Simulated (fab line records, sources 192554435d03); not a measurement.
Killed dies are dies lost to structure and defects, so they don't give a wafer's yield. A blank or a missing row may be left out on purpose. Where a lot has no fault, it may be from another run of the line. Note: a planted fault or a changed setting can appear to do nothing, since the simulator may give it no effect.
Which tool is to blame? || flow n5Finfet || Sampling: 10 lots, 30 wafers, 5 of 1938 route steps

== WHAT THE GAUGES READ, wafer by wafer ==
N5_BEOL_M11_THK_MEAS_01.
{"lot": "L544", "measured": "day 11 07:11", "on": "filmMetro-02", "M11_ILD_THK (nm)": "265 275 270"}
{"lot": "L545", "measured": "day 11 13:05", "on": "filmMetro-02", "M11_ILD_THK (nm)": "266 266 271"}
{"lot": "L546", "measured": "day 12 14:46", "on": "filmMetro-02", "M11_ILD_THK (nm)": "269 269 273"}
{"lot": "L548", "measured": "day 13 06:47", "on": "filmMetro-01", "M11_ILD_THK (nm)": "259 264 265"}
{"lot": "L551", "measured": "day 13 19:49", "on": "filmMetro-02", "M11_ILD_THK (nm)": "264 272 267"}
{"lot": "L554", "measured": "day 15 13:11", "on": "filmMetro-01", "M11_ILD_THK (nm)": "267 271 273"}
{"lot": "L557", "measured": "day 15 17:10", "on": "filmMetro-02", "M11_ILD_THK (nm)": "265 265 265"}
{"lot": "L562", "measured": "day 17 01:28", "on": "filmMetro-02", "M11_ILD_THK (nm)": "266 264 269"}
{"lot": "L565", "measured": "day 17 07:43", "on": "filmMetro-01", "M11_ILD_THK (nm)": "281 280 283"}
{"lot": "L566", "measured": "day 18 12:57", "on": "filmMetro-01", "M11_ILD_THK (nm)": "281 275 277"}

== TOOL THAT RAN EACH LOT (tool first, then ch and the chambers of the sampled wafers, then the start) ==
{"lot": "L544", "N5_BEOL_M10_ETCH_66": "rieDiel-06 ch 0,3, day 11 03:13", "N5_BEOL_M10_STRIP_36": "rieDiel-06 ch 0,3, day 11 03:25", "N5_BEOL_M11_ILD_DEP_00": "pecvd-04 ch 0,1,2, day 11 06:07", "N5_BEOL_M11_CURE_71": "uvCure-02 ch 1, day 11 06:21"}
{"lot": "L545", "N5_BEOL_M10_ETCH_66": "rieDiel-04 ch 0,1,3, day 11 08:14", "N5_BEOL_M10_STRIP_36": "rieDiel-04 ch 0,1,3, day 11 08:26", "N5_BEOL_M11_ILD_DEP_00": "pecvd-03 ch 1,2, day 11 12:19", "N5_BEOL_M11_CURE_71": "uvCure-01 ch 1, day 11 12:44"}
{"lot": "L546", "N5_BEOL_M10_ETCH_66": "rieDiel-04 ch 0,2,3, day 12 11:35", "N5_BEOL_M10_STRIP_36": "rieDiel-04 ch 0,2,3, day 12 11:46", "N5_BEOL_M11_ILD_DEP_00": "pecvd-04 ch 1,2, day 12 14:11", "N5_BEOL_M11_CURE_71": "uvCure-02 ch 0, day 12 14:16"}
{"lot": "L548", "N5_BEOL_M10_ETCH_66": "rieDiel-04 ch 0,2,3, day 13 02:41", "N5_BEOL_M10_STRIP_36": "rieDiel-04 ch 0,2,3, day 13 02:53", "N5_BEOL_M11_ILD_DEP_00": "pecvd-03 ch 0,1,2, day 13 06:11", "N5_BEOL_M11_CURE_71": "uvCure-01 ch 1, day 13 06:16"}
{"lot": "L551", "N5_BEOL_M10_ETCH_66": "rieDiel-01 ch 0,1,3, day 13 14:57", "N5_BEOL_M10_STRIP_36": "rieDiel-01 ch 0,1,3, day 13 15:08", "N5_BEOL_M11_ILD_DEP_00": "pecvd-02 ch 0,1, day 13 18:57", "N5_BEOL_M11_CURE_71": "uvCure-01 ch 1, day 13 19:28"}
{"lot": "L554", "N5_BEOL_M10_ETCH_66": "rieDiel-01 ch 0,1,2, day 15 08:46", "N5_BEOL_M10_STRIP_36": "rieDiel-01 ch 0,1,2, day 15 08:57", "N5_BEOL_M11_ILD_DEP_00": "pecvd-04 ch 1,2, day 15 11:26", "N5_BEOL_M11_CURE_71": "uvCure-03 ch 1, day 15 12:50"}
{"lot": "L557", "N5_BEOL_M10_ETCH_66": "rieDiel-01 ch 1,2,3, day 15 13:32", "N5_BEOL_M10_STRIP_36": "rieDiel-01 ch 1,2,3, day 15 13:44", "N5_BEOL_M11_ILD_DEP_00": "pecvd-03 ch 0,1, day 15 16:35", "N5_BEOL_M11_CURE_71": "uvCure-02 ch 0, day 15 16:39"}
{"lot": "L562", "N5_BEOL_M10_ETCH_66": "rieDiel-01 ch 2,3, day 16 21:55", "N5_BEOL_M10_STRIP_36": "rieDiel-01 ch 2,3, day 16 22:07", "N5_BEOL_M11_ILD_DEP_00": "pecvd-03 ch 0,1,2, day 17 00:53", "N5_BEOL_M11_CURE_71": "uvCure-01 ch 0, day 17 00:57"}
{"lot": "L565", "N5_BEOL_M10_ETCH_66": "rieDiel-04 ch 0,1,3, day 17 04:00", "N5_BEOL_M10_STRIP_36": "rieDiel-04 ch 0,1,3, day 17 04:11", "N5_BEOL_M11_ILD_DEP_00": "pecvd-04 ch 0,1,2, day 17 07:07", "N5_BEOL_M11_CURE_71": "uvCure-01 ch 0, day 17 07:12"}
{"lot": "L566", "N5_BEOL_M10_ETCH_66": "rieDiel-04 ch 0,1,3, day 18 07:56", "N5_BEOL_M10_STRIP_36": "rieDiel-04 ch 0,1,3, day 18 08:07", "N5_BEOL_M11_ILD_DEP_00": "pecvd-04 ch 1,2, day 18 12:22", "N5_BEOL_M11_CURE_71": "uvCure-02 ch 0, day 18 12:26"}
- N5_BEOL_M10_ETCH_66: etches SOC in N2/H2, target depth 120 nm, overetch 24 nm, time 180 s.
- N5_BEOL_M10_STRIP_36: strips in N2/H2.
- N5_BEOL_M11_ILD_DEP_00: deposits SiCOH lowk from DEMS/porogen, target thk 308.51 nm, time 58 s.
- N5_BEOL_M11_CURE_71: cures SiCOH lowk, time 240 s.

== THE ANSWER, worked out from the rows above alone ==
Rule: usual is defined by the lots themselves. The widest of any qualifying gaps counts: lots, ordered by their means at a reading, are off when they make up no more than a third of the lots, leave a main group of 4 or more, and stand apart from it by 3 or more times the standard deviation of that group's means. The tables above print the reading to a certain number of digits; a main group whose means all agree to those digits is not used. A lot without any number at a reading at which 4 lots or more have one is off too. Where the step has rows for the other lots, those lots are counted as sound.
No lot is off on any of the readings shown, so nothing can be concluded from this.

== WHAT HAD BEEN PUT IN BY THE SIMULATOR ==
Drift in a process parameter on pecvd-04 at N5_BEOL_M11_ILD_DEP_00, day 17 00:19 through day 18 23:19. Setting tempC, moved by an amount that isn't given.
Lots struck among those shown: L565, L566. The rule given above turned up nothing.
